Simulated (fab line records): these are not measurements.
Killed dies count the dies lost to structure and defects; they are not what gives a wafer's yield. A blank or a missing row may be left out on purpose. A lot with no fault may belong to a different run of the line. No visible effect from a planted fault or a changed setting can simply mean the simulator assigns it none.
What tool caused it?	flow n5 finfet	24 lots with 72 wafers sampled at 4 steps, on a route of 1938 steps

## WHAT THE GAUGES SHOWED, per wafer
N5_MOL_CONTACT_COAG_INSPECT_57: inspects for defects (brightfield). Usual: raw defect count at 194, with a standard deviation of 51.
lot	measured	on	raw defect count	flag
L074	day 5 06:36	defect inspect-02	185 295 218	
L075	day 5 12:13	defect inspect-02	206 239 191	
L076	day 5 18:17	defect inspect-01	170 203 191	
L077	day 5 22:14	defect inspect-02	175 260 214	
L078	day 6 03:16	defect inspect-01	141 142 116	
L079	day 6 09:57	defect inspect-02	150 102 234	
L080	day 6 13:25	defect inspect-01	195 173 169	
L081	day 7 04:50	defect inspect-02	267 243 282	
L082	day 7 04:56	defect inspect-02	298 337 216	
L083	day 7 12:15	defect inspect-01	152 173 160	
L084	day 7 16:10	defect inspect-02	196 173 208	
L086	day 8 04:55	defect inspect-01	215 204 201	
L085	day 8 05:13	defect inspect-02	189 207 199	
L087	day 8 13:33	defect inspect-02	220 219 157	
L088	day 8 14:40	defect inspect-01	243 228 255	
L089	day 8 22:31	defect inspect-01	130 162 137	
L090	day 9 01:17	defect inspect-01	210 170 231	
L091	day 9 06:46	defect inspect-02	273 212 318	
L092	day 9 12:21	defect inspect-02	321 385 218	
L093	day 9 20:18	defect inspect-02	170 212 238	
L094	day 10 02:10	defect inspect-02	129 203 166	
L095	day 10 06:29	defect inspect-02	131 196 134	
L096	day 10 10:17	defect inspect-02	163 140 191	
L097	day 10 17:31	defect inspect-02	180 166 178	

N5_MOL_CONTACT_COAG_THK_MEAS_53. Usual: for VIA_MOL_THK the level is 43.8 nm and the standard deviation is 0.65.
lot	measured	on	VIA_MOL_THK (nm)	flag
L074	day 5 10:32	film metro-02	44.2 43.8 42.9	
L075	day 5 15:44	film metro-02	43.4 44.6 44.9	
L076	day 5 21:32	film metro-01	43.7 44.4 45.1	
L077	day 6 01:13	film metro-01	43.8 44.0 44.4	
L078	day 6 06:17	film metro-02	44.3 44.9 44.7	
L079	day 6 13:02	film metro-02	43.6 43.8 44.4	
L080	day 6 16:49	film metro-01	43.7 43.8 44.3	
L081	day 7 07:58	film metro-01	43.6 43.8 43.9	
L082	day 7 08:12	film metro-02	43.0 43.0 44.3	
L083	day 7 16:05	film metro-02	42.9 42.6 44.1	
L084	day 7 19:53	film metro-01	43.1 42.8 43.5	
L086	day 8 08:02	film metro-01	42.5 43.3 43.5	
L085	day 8 08:52	film metro-01	43.2 43.4 44.6	
L087	day 8 16:59	film metro-01	42.7 43.9 44.6	
L088	day 8 18:17	film metro-01	43.6 44.1 44.9	
L089	day 9 01:58	film metro-01	42.8 43.5 44.0	
L090	day 9 04:45	film metro-01	43.4 44.2 44.6	
L091	day 9 09:42	film metro-01	43.3 43.8 44.0	
L092	day 9 15:51	film metro-02	43.1 43.8 43.5	
L093	day 9 23:49	film metro-02	44.0 44.3 44.3	
L094	day 10 05:12	film metro-01	43.3 43.4 44.4	
L095	day 10 09:40	film metro-02	43.0 45.1 43.9	
L096	day 10 14:06	film metro-02	44.2 44.2 44.6	
L097	day 10 20:46	film metro-02	42.6 43.3 43.1	

## WHICH TOOL RAN EACH LOT (tool, then ch and the chambers of the sampled wafers, then the start)
lot	N5_MOL_CONTACT_COAG_STRIP_119	N5_MOL_CONTACT_COAG_VIA_ETCH_117
L074	plasma asher-01 ch 0,1, day 5 07:22	rie diel-04 ch 0,1,2, day 5 09:26
L075	plasma asher-02 ch 0, day 5 13:17	rie diel-04 ch 0,2,3, day 5 14:38
L076	plasma asher-01 ch 0,1, day 5 19:15	rie diel-04 ch 0,1,2, day 5 20:26
L077	plasma asher-02 ch 0,1, day 5 22:56	rie diel-04 ch 0,3, day 6 00:07
L078	plasma asher-02 ch 0,1, day 6 03:58	rie diel-04 ch 0,3, day 6 05:09
L079	plasma asher-02 ch 0,1, day 6 10:52	rie diel-02 ch 1,3, day 6 11:56
L080	plasma asher-01 ch 0,1, day 6 14:31	rie diel-05 ch 0,1,3, day 6 15:43
L081	plasma asher-02 ch 0,1, day 7 05:41	rie diel-05 ch 1,2,3, day 7 06:52
L082	plasma asher-01 ch 0,1, day 7 05:45	rie diel-02 ch 1,3, day 7 07:01
L083	plasma asher-01 ch 0,1, day 7 13:11	rie diel-04 ch 0,2, day 7 14:58
L084	plasma asher-01 ch 0,1, day 7 16:52	rie diel-04 ch 0,2,3, day 7 18:28
L086	plasma asher-02 ch 0,1, day 8 05:44	rie diel-04 ch 0,2,3, day 8 06:56
L085	plasma asher-02 ch 0,1, day 8 06:14	rie diel-05 ch 0,1, day 8 07:47
L087	plasma asher-02 ch 0,1, day 8 14:27	rie diel-04 ch 1,2, day 8 15:34
L088	plasma asher-02 ch 0,1, day 8 15:23	rie diel-02 ch 0,2,3, day 8 16:52
L089	plasma asher-01 ch 0,1, day 8 23:41	rie diel-04 ch 1,2,3, day 9 00:53
L090	plasma asher-02 ch 0,1, day 9 02:28	rie diel-02 ch 0,1,3, day 9 03:40
L091	plasma asher-02 ch 0,1, day 9 07:28	rie diel-04 ch 0,1,3, day 9 08:36
L092	plasma asher-02 ch 0,1, day 9 13:16	rie diel-04 ch 0,1,2, day 9 14:45
L093	plasma asher-02 ch 0,1, day 9 21:14	rie diel-05 ch 0,1,2, day 9 22:43
L094	plasma asher-01 ch 0,1, day 10 02:52	rie diel-02 ch 1,2,3, day 10 04:06
L095	plasma asher-01 ch 0,1, day 10 07:11	rie diel-04 ch 1,2, day 10 08:32
L096	plasma asher-02 ch 0,1, day 10 11:44	rie diel-05 ch 0,1,2, day 10 13:00
L097	plasma asher-01 ch 0,1, day 10 18:36	rie diel-04 ch 0,1, day 10 19:40
- N5_MOL_CONTACT_COAG_STRIP_119: strips in N2/H2, time 30 s.
- N5_MOL_CONTACT_COAG_VIA_ETCH_117: etches SiO2 in C4F6/O2, target depth 40 nm, overetch 8 nm, time 26 s.

## AS READ BY THE TOOLS THEMSELVES (means over the sampled wafers that have a number; for cases with no such wafer, the mark the record gives instead)
N5_MOL_CONTACT_COAG_STRIP_119. Usual: drypump motor current A 5.35 A, standard deviation 0.24; heater power w 349 W, standard deviation 15; n2 flow sccm 1750 sccm, standard deviation 4.7.
lot	tool	drypump motor current A (A)	heater power w (W)	n2 flow sccm (sccm)	flag
L074	plasma asher-01	5.23	340	1745	
L075	plasma asher-02	5.23	340	1748	
L076	plasma asher-01	5.22	338	1753	
L077	plasma asher-02	5.31	345	1753	
L078	plasma asher-02	5.43	357	1747	
L079	plasma asher-02	5.29	349	1748	
L080	plasma asher-01	5.45	350	1752	
L081	plasma asher-02	5.29	352	1748	
L082	plasma asher-01	5.44	358	1750	
L083	plasma asher-01	5.20	341	1750	
L084	plasma asher-01	5.21	335	1747	
L086	plasma asher-02	5.30	345	1747	
L085	plasma asher-02	5.41	354	1749	
L087	plasma asher-02	5.31	349	1751	
L088	plasma asher-02	5.42	356	1747	
L089	plasma asher-01	5.44	359	1753	
L090	plasma asher-02	5.42	356	1747	
L091	plasma asher-02	5.41	352	1750	
L092	plasma asher-02	5.32	345	1756	
L093	plasma asher-02	5.41	355	1746	
L094	plasma asher-01	5.23	338	1752	
L095	plasma asher-01	5.45	354	1753	
L096	plasma asher-02	5.33	346	1747	
L097	plasma asher-01	5.42	353	1749	

N5_MOL_CONTACT_COAG_VIA_ETCH_117. Usual: drypump motor current A 6.0 A, standard deviation 0.34; oes product au 0.72 a.u., standard deviation 0.067; rf vpp V 1589 V, standard deviation 12; showerhead plenum p Torr 2.86 Torr, standard deviation 0.13; throttle valve pct 40.94 %, standard deviation 0.27.
lot	tool	drypump motor current A (A)	oes product au (a.u.)	rf vpp V (V)	showerhead plenum p Torr (Torr)	throttle valve pct (%)	flag
L074	rie diel-04	6.2	0.77	1582	2.84	40.94	
L075	rie diel-04	6.2	0.76	1593	2.87	40.94	
L076	rie diel-04	6.2	0.76	1581	2.84	40.94	
L077	rie diel-04	6.3	0.76	1591	2.95	40.81	
L078	rie diel-04	6.1	0.72	1595	2.88	40.74	
L079	rie diel-02	5.6	0.72	1600	2.98	41.00	
L080	rie diel-05	5.7	0.67	1591	2.84	41.09	
L081	rie diel-05	5.8	0.72	1593	2.86	41.18	
L082	rie diel-02	5.6	0.72	1599	2.98	41.01	
L083	rie diel-04	6.3	0.79	1588	2.93	41.03	
L084	rie diel-04	6.2	0.74	1591	2.86	40.96	
L086	rie diel-04	6.2	0.74	1590	2.86	40.95	
L085	rie diel-05	5.4	0.68	1598	2.84	40.89	
L087	rie diel-04	6.1	0.72	1581	2.75	41.09	
L088	rie diel-02	5.9	0.67	1593	2.90	40.94	
L089	rie diel-04	6.1	0.69	1583	2.76	40.88	
L090	rie diel-02	5.6	0.72	1593	2.97	40.97	
L091	rie diel-04	6.2	0.69	1583	2.83	40.75	
L092	rie diel-04	6.2	0.73	1580	2.82	40.94	
L093	rie diel-05	5.6	0.71	1599	2.86	40.99	
L094	rie diel-02	5.9	0.75	1598	2.89	40.88	
L095	rie diel-04	6.1	0.71	1581	2.74	41.10	
L096	rie diel-05	5.6	0.71	1599	2.86	40.98	
L097	rie diel-04	6.3	0.72	1579	2.90	40.83	

## THE ANSWER, worked out from the rows above alone
Rule: take the mean of a lot's wafers that have a number; if it is more than 3 standard deviations from the usual mean, the lot is off. Also off: a lot with no number at a reading for which 4 or more lots have one. All remaining lots with rows at the step are treated as sound. First the gauges in route order, then the tools' own readings, where a lot's mean is used as printed above. At the first step where some lot is off, the reading lying furthest off is the one used; lots without a number count as furthest.
No lot is off on any of the readings shown, so nothing can be concluded from this.

## WHAT HAD BEEN PUT IN BY THE SIMULATOR
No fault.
